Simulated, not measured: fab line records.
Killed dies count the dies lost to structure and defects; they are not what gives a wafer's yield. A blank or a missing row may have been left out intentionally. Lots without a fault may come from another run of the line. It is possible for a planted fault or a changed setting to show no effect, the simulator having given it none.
Which tool did it?	flow nand_harc	24 lots, 72 wafers sampled, at 6 steps of a route of 1302

WHAT THE GAUGES SHOWED, per wafer
The record lacks any reading of a measuring or inspecting step that a usual standard deviation could be used to judge.

TOOL THAT RAN EACH LOT (tool first, then ch and the chambers of the sampled wafers, then the start)
lot	NHARC_P_GATE_DESCUM_31	NHARC_P_CONTACT_ETCH_18	NHARC_P_M0_DESCUM_14	NHARC_P_M1_PVD_21	NHARC_P_M1_CMP_23	NHARC_P_M1_DEP_33
L074	rie_diel-01 ch 0,1,2, day 5 00:42	rie_diel-09 ch 0,1,3, day 6 00:57 or earlier	rie_diel-02 ch 0,1,2, day 6 00:57	pvd_sputter-03, day 6 07:25 or earlier	cmp-02 ch 0,1,2, day 6 07:25	pecvd-01 ch 0,2, day 6 08:02
L075	rie_diel-10 ch 0,1,2, day 5 11:12	rie_diel-09 ch 0,1,3, day 6 11:07 or earlier	rie_diel-05 ch 0,2,3, day 6 11:07	pvd_sputter-03, day 6 17:20 or earlier	cmp-04 ch 2,3, day 6 17:20	pecvd-03 ch 0,1,2, day 6 17:57
L076	rie_diel-01 ch 0,1,3, day 6 01:11	rie_diel-11 ch 0,1,3, day 7 01:17 or earlier	rie_diel-12 ch 0,1,3, day 7 01:17	pvd_sputter-01, day 7 07:24 or earlier	cmp-02 ch 1,2,3, day 7 07:24	pecvd-03 ch 1,2, day 7 07:58
L077	rie_diel-03 ch 0,2, day 6 01:26	rie_diel-09 ch 1,2,3, day 7 01:46 or earlier	rie_diel-12 ch 0,1, day 7 01:46	pvd_sputter-03, day 7 08:19 or earlier	cmp-03 ch 0,2, day 7 08:19	pecvd-03 ch 0,1, day 7 08:55
L078	rie_diel-10 ch 1,2,3, day 6 20:01	rie_diel-09 ch 0,1,2, day 7 20:16 or earlier	rie_diel-12 ch 2,3, day 7 20:16	pvd_sputter-03, day 8 02:26 or earlier	cmp-03 ch 1,2, day 8 02:26	pecvd-04 ch 0,1,2, day 8 03:11
L079	rie_diel-10 ch 1,2,3, day 7 01:25	rie_diel-11 ch 0,2,3, day 8 01:59 or earlier	rie_diel-05 ch 0,1,3, day 8 01:59	pvd_sputter-01, day 8 08:11 or earlier	cmp-02 ch 1,2,3, day 8 08:11	pecvd-04 ch 0,1, day 8 08:49
L080	rie_diel-03 ch 0,2,3, day 7 12:52	rie_diel-09 ch 1,3, day 8 13:05 or earlier	rie_diel-05 ch 2,3, day 8 13:05	pvd_sputter-03, day 8 21:52 or earlier	cmp-03 ch 0,3, day 8 21:52	pecvd-04 ch 0,2, day 8 22:32
L081	rie_diel-10 ch 2,3, day 7 17:40	rie_diel-08 ch 0,2,3, day 8 18:22 or earlier	rie_diel-05 ch 0,3, day 8 18:22	pvd_sputter-03, day 9 00:39 or earlier	cmp-04 ch 2,3, day 9 00:39	pecvd-01 ch 1,2, day 9 01:16
L082	rie_diel-10 ch 1,2,3, day 8 05:37	rie_diel-11 ch 0,1,3, day 9 07:54 or earlier	rie_diel-02 ch 0,3, day 9 07:54	pvd_sputter-01, day 9 14:19 or earlier	cmp-02 ch 0,1,2, day 9 14:19	pecvd-04 ch 0,2, day 9 14:55
L083	rie_diel-01 ch 0,3, day 8 15:41	rie_diel-08 ch 0,2,3, day 9 16:11 or earlier	rie_diel-12 ch 1,2, day 9 16:11	pvd_sputter-02, day 9 22:34 or earlier	cmp-04 ch 1,2,3, day 9 22:34	pecvd-01 ch 0,1,2, day 9 23:13
L084	rie_diel-01 ch 2,3, day 9 08:41	rie_diel-08 ch 2,3, day 10 05:25	rie_diel-05 ch 0,1,2, day 10 09:11	pvd_sputter-02, day 10 15:24 or earlier	cmp-03 ch 0,2, day 10 15:24	pecvd-03 ch 0,1, day 10 16:02
L085	rie_diel-10 ch 2,3, day 9 15:52	rie_diel-09 ch 1,3, day 10 16:10 or earlier	rie_diel-12 ch 1,3, day 10 16:10	pvd_sputter-03, day 10 23:09 or earlier	cmp-04 ch 0,2, day 10 23:09	pecvd-03 ch 0,1, day 10 23:47
L086	rie_diel-10 ch 0,2,3, day 10 01:53	rie_diel-11 ch 1,2,3, day 11 02:56 or earlier	rie_diel-12 ch 0,3, day 11 02:56	pvd_sputter-01, day 11 09:13 or earlier	cmp-04 ch 0,1,2, day 11 09:13	pecvd-04 ch 0,1,2, day 11 09:52
L087	rie_diel-01 ch 0,1,3, day 10 05:42	rie_diel-09 ch 0,1,2, day 11 06:38 or earlier	rie_diel-05 ch 0,2,3, day 11 06:38	pvd_sputter-01, day 11 12:59 or earlier	cmp-04 ch 0,1,3, day 11 12:59	pecvd-04 ch 0,1,2, day 11 13:34
L089	rie_diel-01 ch 0,2,3, day 11 04:43	rie_diel-11 ch 1,2, day 12 04:48 or earlier	rie_diel-02 ch 1,2,3, day 12 04:48	pvd_sputter-03, day 12 11:22 or earlier	cmp-04 ch 0,2,3, day 12 11:22	pecvd-01 ch 0,1, day 12 11:56
L088	rie_diel-03 ch 1,2,3, day 11 05:29	rie_diel-11 ch 0,1,2, day 12 05:43 or earlier	rie_diel-05 ch 0,2, day 12 05:43	pvd_sputter-02, day 12 11:44 or earlier	cmp-02 ch 1,2, day 12 11:44	pecvd-03 ch 0,1, day 12 12:22
L090	rie_diel-03 ch 0,1, day 11 21:23	rie_diel-09 ch 0,1,3, day 12 23:44 or earlier	rie_diel-05 ch 0,1,2, day 12 23:44	pvd_sputter-02, day 13 06:00 or earlier	cmp-02 ch 0,1,2, day 13 06:00	pecvd-01 ch 0,1, day 13 06:39
L091	rie_diel-01 ch 2,3, day 12 06:47	rie_diel-09 ch 1,2,3, day 13 07:05 or earlier	rie_diel-05 ch 1,3, day 13 07:05	pvd_sputter-03, day 13 13:15 or earlier	cmp-04 ch 0,1,3, day 13 13:15	pecvd-03 ch 0,1,2, day 13 13:55
L092	rie_diel-01 ch 0,1,3, day 12 08:58	rie_diel-11 ch 1,3, day 13 09:02 or earlier	rie_diel-05 ch 0,2,3, day 13 09:02	pvd_sputter-02, day 13 15:05 or earlier	cmp-04 ch 0,1,3, day 13 15:05	pecvd-01 ch 0,1, day 13 15:44
L093	rie_diel-10 ch 1,2,3, day 12 22:06	rie_diel-09 ch 1,2,3, day 13 22:28 or earlier	rie_diel-05 ch 1,3, day 13 22:28	pvd_sputter-01, day 14 04:29 or earlier	cmp-02 ch 0,3, day 14 04:29	pecvd-04 ch 0,1,2, day 14 05:12
L095	rie_diel-03 ch 0,3, day 13 14:07	rie_diel-11 ch 0,2,3, day 14 14:28 or earlier	rie_diel-05 ch 1,2, day 14 14:28	pvd_sputter-03, day 14 20:46 or earlier	cmp-04 ch 0,1, day 14 20:46	pecvd-04 ch 0,1,2, day 14 21:29
L094	rie_diel-01 ch 1,2,3, day 13 14:23	rie_diel-08 ch 1,2,3, day 14 14:48 or earlier	rie_diel-05 ch 0,1,2, day 14 14:48	pvd_sputter-02, day 14 20:59 or earlier	cmp-03 ch 0,1,2, day 14 20:59	pecvd-03 ch 1,2, day 14 21:42
L096	rie_diel-03 ch 0,2, day 14 03:33	rie_diel-11 ch 0,1,3, day 15 03:36 or earlier	rie_diel-05 ch 0,1,2, day 15 03:36	pvd_sputter-03, day 15 09:49 or earlier	cmp-03 ch 1,2, day 15 09:49	pecvd-04 ch 1,2, day 15 10:25
L097	rie_diel-10 ch 0,1, day 14 20:51	rie_diel-09 ch 0,1,3, day 15 21:25 or earlier	rie_diel-05 ch 0,3, day 15 21:25	pvd_sputter-02, day 16 03:43 or earlier	cmp-03 ch 1,2,3, day 16 03:43	pecvd-01 ch 0,2, day 16 04:21
- NHARC_P_GATE_DESCUM_31: chemistry O2, time 3 s.
- NHARC_P_CONTACT_ETCH_18: etches the open film in C4F8/O2/Ar, target depth 481 nm, time 240.5 s.
- NHARC_P_M0_DESCUM_14: chemistry O2, time 3 s.
- NHARC_P_M1_PVD_21: deposits Cu, target thk 30 nm, time 20.49 s.
- NHARC_P_M1_CMP_23: polishes, t overpolish 20 s, target thk 157.82 nm.
- NHARC_P_M1_DEP_33: deposits SiCN, target thk 30 nm.

AS READ BY THE TOOLS THEMSELVES (means over the sampled wafers that have a number; for cases with no such wafer, the mark the record gives instead)
NHARC_P_GATE_DESCUM_31. Usual: for chamber_pressure_mTorr, 60.00 mTorr with a standard deviation of 0.058; for drypump_motor_current_A, 5.6 A with a standard deviation of 0.39; for o2_flow_sccm, 200.0 sccm with a standard deviation of 0.68; for oes_product_au, 1.001 a.u. with a standard deviation of 0.01; for rf_vpp_V, 57.8 V with a standard deviation of 0.85; for showerhead_plenum_p_Torr, 1.92 Torr with a standard deviation of 0.07; for throttle_valve_pct, 11.311 % with a standard deviation of 0.0082.
lot	tool	chamber_pressure_mTorr (mTorr)	drypump_motor_current_A (A)	o2_flow_sccm (sccm)	oes_product_au (a.u.)	rf_vpp_V (V)	showerhead_plenum_p_Torr (Torr)	throttle_valve_pct (%)	flag
L074	rie_diel-01	59.97	5.5	199.7	1.019	57.9	1.90	11.305	
L075	rie_diel-10	60.02	5.7	199.5	1.004	57.2	1.97	11.309	
L076	rie_diel-01	60.04	5.2	200.1	1.000	57.4	1.89	11.310	
L077	rie_diel-03	60.01	5.2	199.9	0.998	57.7	1.98	11.316	
L078	rie_diel-10	60.06	5.6	200.3	1.001	56.9	1.91	11.306	
L079	rie_diel-10	59.96	5.7	200.4	0.997	57.7	1.91	11.303	
L080	rie_diel-03	59.98	5.5	200.1	0.990	58.7	1.92	11.310	
L081	rie_diel-10	60.00	5.6	200.5	1.007	57.7	1.89	11.308	
L082	rie_diel-10	59.98	5.6	199.8	1.001	57.6	1.90	11.313	
L083	rie_diel-01	59.99	5.0	200.5	1.005	57.9	1.85	11.315	
L084	rie_diel-01	60.03	5.4	200.2	1.001	57.1	1.85	11.308	
L085	rie_diel-10	60.02	5.7	199.5	1.001	57.6	1.89	11.318	
L086	rie_diel-10	59.98	5.8	199.9	1.007	57.4	1.96	11.313	
L087	rie_diel-01	59.98	5.2	199.5	1.001	58.0	1.89	11.308	
L089	rie_diel-01	59.93	5.3	199.4	0.997	57.3	1.86	11.312	
L088	rie_diel-03	59.97	5.7	200.0	0.996	57.9	1.91	11.313	
L090	rie_diel-03	59.99	5.9	199.7	0.985	57.4	1.97	11.307	
L091	rie_diel-01	60.02	5.7	199.4	0.992	58.1	1.86	11.322	
L092	rie_diel-01	60.01	5.2	200.0	1.001	57.7	1.89	11.316	
L093	rie_diel-10	60.00	5.6	200.2	1.003	58.1	1.90	11.318	
L095	rie_diel-03	60.04	5.6	200.1	1.002	58.0	1.92	11.308	
L094	rie_diel-01	60.03	5.5	200.0	0.993	58.0	1.89	11.306	
L096	rie_diel-03	59.98	5.1	199.4	1.012	58.1	1.97	11.313	
L097	rie_diel-10	60.02	5.8	200.4	0.999	59.3	2.01	11.312	

NHARC_P_CONTACT_ETCH_18. Usual: chamber_pressure_mTorr 24.998 mTorr, standard deviation 0.023; oes_product_au 0.953 a.u., standard deviation 0.017; rf_vpp_V 979 V, standard deviation 4.9.
lot	tool	chamber_pressure_mTorr (mTorr)	oes_product_au (a.u.)	rf_vpp_V (V)	flag
L074	rie_diel-09	25.001	0.967	977	
L075	rie_diel-09	25.027	0.942	978	
L076	rie_diel-11	24.984	0.950	978	
L077	rie_diel-09	24.998	0.972	975	
L078	rie_diel-09	24.991	0.955	976	
L079	rie_diel-11	24.987	0.948	980	
L080	rie_diel-09	24.994	0.923	974	
L081	rie_diel-08	24.988	0.960	981	
L082	rie_diel-11	24.986	0.941	979	
L083	rie_diel-08	25.000	0.965	981	
L084	rie_diel-08	25.006	0.984	982	
L085	rie_diel-09	24.988	0.950	975	
L086	rie_diel-11	25.018	0.955	982	
L087	rie_diel-09	25.013	0.959	976	
L089	rie_diel-11	25.003	0.973	985	
L088	rie_diel-11	25.000	0.966	983	
L090	rie_diel-09	25.007	0.937	977	
L091	rie_diel-09	25.003	0.962	975	
L092	rie_diel-11	24.968	0.949	981	
L093	rie_diel-09	25.000	0.968	974	
L095	rie_diel-11	24.997	0.953	980	
L094	rie_diel-08	25.011	0.927	978	
L096	rie_diel-11	24.978	0.973	978	
L097	rie_diel-09	25.007	0.924	977	

NHARC_P_M0_DESCUM_14. Usual: for chamber_pressure_mTorr, 60.00 mTorr with a standard deviation of 0.06; for drypump_motor_current_A, 5.9 A with a standard deviation of 0.41; for o2_flow_sccm, 200.0 sccm with a standard deviation of 0.53; for oes_product_au, 0.996 a.u. with a standard deviation of 0.0093; for rf_vpp_V, 57.8 V with a standard deviation of 0.91; for showerhead_plenum_p_Torr, 1.90 Torr with a standard deviation of 0.088; for throttle_valve_pct, 11.311 % with a standard deviation of 0.0095.
lot	tool	chamber_pressure_mTorr (mTorr)	drypump_motor_current_A (A)	o2_flow_sccm (sccm)	oes_product_au (a.u.)	rf_vpp_V (V)	showerhead_plenum_p_Torr (Torr)	throttle_valve_pct (%)	flag
L074	rie_diel-02	59.99	5.8	200.0	1.000	56.9	1.82	11.304	
L075	rie_diel-05	59.95	5.8	199.6	1.002	57.6	1.88	11.306	
L076	rie_diel-12	60.00	5.7	200.1	0.991	57.3	1.91	11.319	
L077	rie_diel-12	59.95	5.4	199.8	0.990	58.1	1.85	11.302	
L078	rie_diel-12	60.03	5.5	199.5	0.983	57.7	1.93	11.309	
L079	rie_diel-05	60.04	6.0	200.0	0.995	58.7	1.93	11.323	
L080	rie_diel-05	60.03	5.8	200.0	0.996	57.6	1.91	11.308	
L081	rie_diel-05	60.07	5.9	199.6	0.992	57.6	1.85	11.323	
L082	rie_diel-02	59.95	5.9	200.5	0.990	57.5	1.83	11.310	
L083	rie_diel-12	60.00	5.6	200.2	0.998	57.4	1.82	11.303	
L084	rie_diel-05	60.05	6.0	200.3	0.998	57.7	1.90	11.318	
L085	rie_diel-12	60.07	6.2	200.4	0.995	58.0	1.94	11.314	
L086	rie_diel-12	59.95	5.2	200.1	0.993	57.7	1.87	11.302	
L087	rie_diel-05	60.01	5.8	200.5	1.002	57.3	1.88	11.308	
L089	rie_diel-02	60.02	5.8	200.0	0.997	56.7	1.84	11.310	
L088	rie_diel-05	59.96	5.9	199.7	1.009	55.9	1.82	11.302	
L090	rie_diel-05	60.00	6.0	200.0	0.998	58.4	1.90	11.310	
L091	rie_diel-05	60.00	5.9	200.5	1.001	57.5	1.98	11.315	
L092	rie_diel-05	59.95	5.9	200.1	1.008	57.7	1.88	11.318	
L093	rie_diel-05	60.06	5.9	200.0	0.999	58.2	1.98	11.314	
L095	rie_diel-05	60.04	6.0	199.9	0.990	58.3	1.92	11.312	
L094	rie_diel-05	60.02	6.0	200.4	0.992	57.8	1.89	11.305	
L096	rie_diel-05	60.05	6.0	200.3	0.995	57.6	1.89	11.319	
L097	rie_diel-05	60.05	5.9	200.6	1.002	57.4	1.84	11.312	

NHARC_P_M1_PVD_21. Usual: throttle_valve_pct at 29.9 %, with a standard deviation of 0.92.
lot	tool	throttle_valve_pct (%)	flag
L074	pvd_sputter-03	29.1	
L075	pvd_sputter-03	29.3	
L076	pvd_sputter-01	30.6	
L077	pvd_sputter-03	29.8	
L078	pvd_sputter-03	29.1	
L079	pvd_sputter-01	30.9	
L080	pvd_sputter-03	28.6	
L081	pvd_sputter-03	29.5	
L082	pvd_sputter-01	31.0	
L083	pvd_sputter-02	30.8	
L084	pvd_sputter-02	30.8	
L085	pvd_sputter-03	28.6	
L086	pvd_sputter-01	31.0	
L087	pvd_sputter-01	30.3	
L089	pvd_sputter-03	29.6	
L088	pvd_sputter-02	29.9	
L090	pvd_sputter-02	30.2	
L091	pvd_sputter-03	28.9	
L092	pvd_sputter-02	30.7	
L093	pvd_sputter-01	30.8	
L095	pvd_sputter-03	29.9	
L094	pvd_sputter-02	30.2	
L096	pvd_sputter-03	29.2	
L097	pvd_sputter-02	30.0	

NHARC_P_M1_CMP_23. Usual: motor_current_A 11.9 A, standard deviation 1.1; retaining_ring_pressure_frac 1.000, standard deviation 0.0051; time_to_endpoint_s 28.8 s, standard deviation 2.5.
lot	tool	motor_current_A (A)	retaining_ring_pressure_frac	time_to_endpoint_s (s)	flag
L074	cmp-02	11.8	1.002	30.0	
L075	cmp-04	12.0	0.999	30.3	
L076	cmp-02	12.0	1.001	27.3	
L077	cmp-03	10.9	0.994	29.9	
L078	cmp-03	12.3	0.999	29.6	
L079	cmp-02	12.6	1.000	26.7	
L080	cmp-03	13.2	0.994	27.9	
L081	cmp-04	12.2	0.996	33.3	
L082	cmp-02	12.6	1.002	30.1	
L083	cmp-04	12.1	1.000	29.5	
L084	cmp-03	11.0	1.001	29.6	
L085	cmp-04	11.6	1.004	27.7	
L086	cmp-04	11.5	1.001	28.3	
L087	cmp-04	11.1	1.002	30.2	
L089	cmp-04	11.6	1.002	28.2	
L088	cmp-02	12.0	0.999	31.3	
L090	cmp-02	12.1	1.000	30.5	
L091	cmp-04	11.3	1.000	28.1	
L092	cmp-04	11.6	0.994	27.5	
L093	cmp-02	11.8	1.003	31.0	
L095	cmp-04	11.2	0.998	27.4	
L094	cmp-03	11.7	1.003	29.4	
L096	cmp-03	12.0	0.996	27.2	
L097	cmp-03	12.5	1.000	27.6	

NHARC_P_M1_DEP_33. Usual: heater_power_w at 575 W, with a standard deviation of 94.
lot	tool	heater_power_w (W)	flag
L074	pecvd-01	494	
L075	pecvd-03	564	
L076	pecvd-03	567	
L077	pecvd-03	623	
L078	pecvd-04	541	
L079	pecvd-04	576	
L080	pecvd-04	591	
L081	pecvd-01	620	
L082	pecvd-04	586	
L083	pecvd-01	575	
L084	pecvd-03	567	
L085	pecvd-03	556	
L086	pecvd-04	561	
L087	pecvd-04	571	
L089	pecvd-01	535	
L088	pecvd-03	567	
L090	pecvd-01	696	
L091	pecvd-03	553	
L092	pecvd-01	563	
L093	pecvd-04	537	
L095	pecvd-04	564	
L094	pecvd-03	632	
L096	pecvd-04	543	
L097	pecvd-01	487	

THE ANSWER, worked out from the rows above alone
Rule: a lot is off if the mean of its wafers that have a number lies more than 3 standard deviations from the usual mean. A lot without any number at a reading at which 4 lots or more have one is off too. Where the step has rows for the other lots, those lots are counted as sound. After the gauges, taken in route order, come the tools' own readings; for these a lot's mean is taken, as printed above. The first step at which some lot is off is used, and at that step the reading that is off furthest; a lot without a number counts as furthest.
Across all readings shown, no lot is off: no conclusion can be drawn from this.

WHAT WAS PUT IN BY THE SIMULATOR
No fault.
